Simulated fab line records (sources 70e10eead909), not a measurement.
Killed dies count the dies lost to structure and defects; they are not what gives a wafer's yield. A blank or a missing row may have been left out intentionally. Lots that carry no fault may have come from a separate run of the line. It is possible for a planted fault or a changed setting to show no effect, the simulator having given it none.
Chamber matching | flow nandHarc | NHARC_A_WL_FILL_ETCHBACK_26 on rieSi-04: 4 sister chambers
The step etches the open film in HBr, target depth 52 nm, time 13.3 s. 7 wafers are shown with their chamber, then 7 later ones without.

## WAFERS WITH THEIR CHAMBER
wafer  | chamber | drypumpMotorCurrentA (A) | oesProductAu (a.u.)
L926.6 | 1       | 5.3                      | 1.002
L927.4 | 1       | 5.3                      | 0.999
L927.5 | 2       | 5.3                      | 0.996
L933.3 | 0       | 6.2                      | 0.993
L933.6 | 3       | 6.6                      | 1.005
L935.1 | 3       | 6.6                      | 1.004
L935.5 | 2       | 5.2                      | 0.990

## WAFERS WHOSE CHAMBER IS MISSING
wafer  | drypumpMotorCurrentA (A) | oesProductAu (a.u.)
L935.6 | 5.4                      | 1.005
L940.3 | 5.3                      | 1.003
L940.4 | 5.3                      | 0.997
L940.6 | 5.3                      | 1.004
L948.1 | 5.2                      | 0.979
L948.5 | 6.3                      | 0.993
L948.6 | 6.6                      | 0.986

## WHICH CHAMBER EACH WENT THROUGH
wafer  | from the rows above     | in truth
L935.6 | 1                       | 1
L940.3 | 1                       | 1
L940.4 | can't be placed: 1 or 2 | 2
L940.6 | 1                       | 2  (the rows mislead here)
L948.1 | 2                       | 2
L948.5 | 0                       | 0
L948.6 | 3                       | 3
5 of 7 placed correctly. Can't be placed from these rows: 1 (the true chamber is among the candidates in 1). Placed wrongly: 1.
How it was worked out, from the rows above alone: a wafer's distance from a chamber is the root of the sum, over the readings, of the square of ((its reading less the chamber's mean) divided by the reading's scatter). If the next closest chamber is less than 2 further off than the closest, the wafer can't be placed; otherwise it belongs to the closest. For every chamber, the mean is computed from those of its wafers that are shown. The scatter is the square root of a quotient: the sum, over the shown wafers, of each reading's squared deviation from its chamber's mean, divided by wafers minus chambers.
